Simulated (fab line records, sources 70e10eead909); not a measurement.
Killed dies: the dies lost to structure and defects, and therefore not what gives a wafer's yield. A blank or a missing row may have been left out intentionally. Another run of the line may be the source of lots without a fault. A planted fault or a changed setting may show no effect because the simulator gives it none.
Matching of chambers	flow nand-harc	NHARC_P_CONTACT_DESCUM_17 on rie-diel-07 has 4 sister chambers
The step chemistry O2, time 3 s. 14 wafers are shown with their chamber, then 7 later ones without.

## EACH WAFER AND ITS CHAMBER
wafer	chamber	drypump-motor-current-A (A)	showerhead-plenum-p-Torr (Torr)	oes-product-au (a.u.)
L104.2	3	6.3	1.87	1.016
L104.5	2	6.1	1.86	1.008
L104.6	1	5.8	1.78	1.014
L105.3	2	6.2	1.86	1.012
L105.4	1	5.8	1.78	1.004
L105.6	0	5.8	1.88	0.999
L112.1	2	6.1	1.86	1.009
L112.2	0	5.8	1.88	1.005
L112.3	3	6.3	1.87	1.015
L118.1	1	5.8	1.78	1.002
L118.5	1	5.8	1.78	1.013
L118.6	0	5.8	1.87	1.009
L117.3	0	5.8	1.87	0.993
L117.4	2	6.1	1.85	1.000

SIGNATURES, as means of the wafers listed above
reading	chamber 0	chamber 1	chamber 2	chamber 3	scatter within a chamber
drypump-motor-current-A	5.800	5.800	6.125	6.300	0.0274
showerhead-plenum-p-Torr	1.8750	1.7800	1.8575	1.8700	0.00418
oes-product-au	1.00150	1.00825	1.00725	1.01550	0.00582
Rule: for a wafer and a chamber, the distance is found by dividing, reading by reading, the gap between the wafer's reading and the chamber's mean by the reading's scatter, squaring, summing and taking the root. The wafer belongs to the nearest chamber; if the next one is less than 2 further off, it can't be placed. The scatter: the root of (the sum of the squares of (reading less its chamber's mean) over the shown wafers, divided by (wafers less chambers)).

## WAFERS MISSING THEIR CHAMBER
wafer	drypump-motor-current-A (A)	showerhead-plenum-p-Torr (Torr)	oes-product-au (a.u.)
L117.5	6.2	1.87	0.998
L120.3	6.2	1.87	0.997
L120.4	6.1	1.85	1.002
L120.5	5.8	1.87	0.994
L121.1	6.1	1.85	1.010
L121.2	6.3	1.87	1.015
L121.5	6.3	1.87	1.013

## EACH ONE'S CHAMBER
wafer	from the rows above	in truth
L117.5	can't be placed: 2 or 3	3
L120.3	can't be placed: 2 or 3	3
L120.4	2	2
L120.5	0	0
L121.1	2	2
L121.2	3	3
L121.5	3	3
Placed correctly: 5 of 7. Unplaceable from these rows: 2, with the true chamber sitting among the candidates in 2. Placed wrongly: 0.
